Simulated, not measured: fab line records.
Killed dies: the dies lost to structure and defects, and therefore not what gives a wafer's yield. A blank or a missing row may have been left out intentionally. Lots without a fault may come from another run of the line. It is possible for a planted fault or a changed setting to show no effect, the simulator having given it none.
Struck lot and sound lot, side by side + flow n5Finfet + 37 out of 1938 route steps
Sound: wafers L764.1, L764.3, L764.6. Struck: wafers L769.3, L769.6. (L769.4 of the same lot was not struck and is left out.) The cause comes at the end.
Order at every step that has rows: each side's tool, ch and its chambers, its first start. Under that, the readings that differ: sound wafers + struck wafers + difference of the means + sigmas: that difference in standard deviations of wafers without a fault.
alike: readings with means less than 2 such deviations apart, plus words and numbers identical on both sides. not compared: withheld readings, readings lacking a value on some wafer, bounds such as >300 that could conceal the same value, and numbers that have no deviation in the record and whose values overlap.
A row with sigmas, a row that says differs or no value, or rows on one side alone: a step with any of these is where the two part. Numbers that have no deviation but don't overlap get no sigmas and don't part them. Lack of a reading on every wafer of one side parts them only where that side has two or more wafers.

first, 9 steps without rows for these wafers: N5_BEOL_M7_ALD_77 (deposits TaN, target thk 2 nm, pulse time 2 s, purge time 3 s); N5_BEOL_M7_SURFACE_TREAT_79; N5_BEOL_M7_CVD_78 (deposits Co from CCTBA/H2, target thk 2 nm, time 142.3 s); N5_BEOL_M7_SPUTTER_48 (material Cu, target thk 10 nm, time 1.667 s); N5_BEOL_M7_ECD_50 (material Cu, target thk 300 nm); N5_BEOL_M7_ANNEAL_51 (time 90 s); N5_BEOL_M7_CMP_52 (polishes, stops on SiCOH lowk, t overpolish 6.9 s, target thk 80 nm); N5_BEOL_M7_PRE_CLEAN_55 (time 15 s); N5_BEOL_M7_DEP_56 (deposits SiCN from 3MS/NH3, target thk 10 nm, time 17.5 s).
N5_BEOL_M8_ILD_DEP_00: deposits SiCOH lowk from DEMS/porogen, target thk 179.75 nm, time 33.4 s.
  sound on pecvd-02 ch 0,2, day 10 04:25; struck on pecvd-02 ch 0, day 11 07:13
| reading                                           | sound                | struck        | difference | sigmas      |
|---------------------------------------------------|----------------------|---------------|------------|-------------|
| heaterPowerOuterW (W)                             | 129 167 167          | 229 234       | +77        | +3          |
| heaterPowerW (W)                                  | 315 374 364          | 487 480       | +132       | +3          |
| susceptorTempC (C)                                | 300.14 299.91 300.00 | 327.66 327.64 | +27.63     | +99 or more |
| model.SiCOH_lowk_of_BEOL_M8_ILD_DEP_00.thkNm (nm) | 179 178.6 183.4      | 156.4 160.8   | -21.7      |             |
  alike: showerheadPlenumPTorr, throttleValvePct
then, 1 step without rows for these wafers: N5_BEOL_M8_CURE_74 (cures SiCOH lowk, time 240 s).
N5_BEOL_M8_THK_MEAS_01:
  sound on filmMetro-01 at day 10 05:16; struck on filmMetro-02 at day 11 07:48
| reading         | sound             | struck      | difference | sigmas |
|-----------------|-------------------|-------------|------------|--------|
| M8_ILD_THK (nm) | 154.4 154.0 158.3 | 134.8 138.4 | -19.0      | -9     |
then, 23 steps without rows for these wafers: N5_BEOL_M8_PECVD_70 (deposits SiO2 from TEOS/O2, target thk 20 nm, time 22.7 s); N5_BEOL_M8_HM_DEP_02 (deposits TiN, target thk 20 nm); N5_BEOL_M8_COAT_59 (time 60 s, resist thk 100 nm); N5_BEOL_M8_COAT_60 (time 60 s, resist thk 35 nm); N5_BEOL_M8_COAT_05 (resist thk 90 nm); N5_BEOL_M8_EBR_07; N5_BEOL_M8_SOFTBAKE_06 (time 60 s); N5_BEOL_M8_EXPOSE_08 (exposes mask M8); N5_BEOL_M8_PEB_09 (peb time 60 s); N5_BEOL_M8_DEVELOP_10 (develop time 30 s); N5_BEOL_M8_DESCUM_16 (chemistry O2, time 7.9 s); N5_BEOL_M8_ETCH_61 (etches SiARC in CF4, target depth 45.5 nm, time 75.8 s); N5_BEOL_M8_ETCH_62 (etches SOC in N2/H2, target depth 110 nm, overetch 22 nm, time 165 s); N5_BEOL_M8_STRIP_68 (strips in N2/H2); N5_BEOL_M8_STRIP_67 (strips in CF4); N5_BEOL_M8_HM_OPEN_17 (chemistry Cl2/BCl3, target TiN, target depth 20 nm, overetch 6 nm); N5_BEOL_M8_STRIP_19 (strips in O2); N5_BEOL_M8_COAT_63 (time 60 s, resist thk 60 nm); N5_BEOL_M8_COAT_64 (time 60 s, resist thk 12 nm); N5_BEOL_M8_COAT_71 (time 60 s, resist thk 5 nm); N5_BEOL_M8_COAT_22 (resist thk 30 nm); N5_BEOL_M8_EBR_24; N5_BEOL_M8_SOFTBAKE_23 (time 60 s).
N5_BEOL_M8_CMP_52: polishes, stops on SiCOH lowk, t overpolish 6.9 s, target thk 80 nm.
  sound on cmp-01 ch 0,3, day 10 12:44; struck on cmp-04 ch 1,3, day 11 13:40
| reading                                           | sound           | struck      | difference | sigmas |
|---------------------------------------------------|-----------------|-------------|------------|--------|
| model.SiCOH_lowk_of_BEOL_M8_ILD_DEP_00.thkNm (nm) | 151.4 151 155.2 | 131.6 135.4 | -19.0      |        |
  alike: headPressurePsi, motorCurrentA, retainingRingPressureFrac
N5_PASSIVATION_PROBE_49:
  sound wafers here have rows in the record (prober-01, day 13 05:09); struck ones have none

== WHERE THEY PART ==
Last at N5_PASSIVATION_PROBE_49 as far as this record goes, first at N5_BEOL_M8_ILD_DEP_00.

WHY: what had been put in by the simulator
pecvd-02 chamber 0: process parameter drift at N5_BEOL_M8_ILD_DEP_00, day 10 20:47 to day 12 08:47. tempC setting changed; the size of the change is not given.
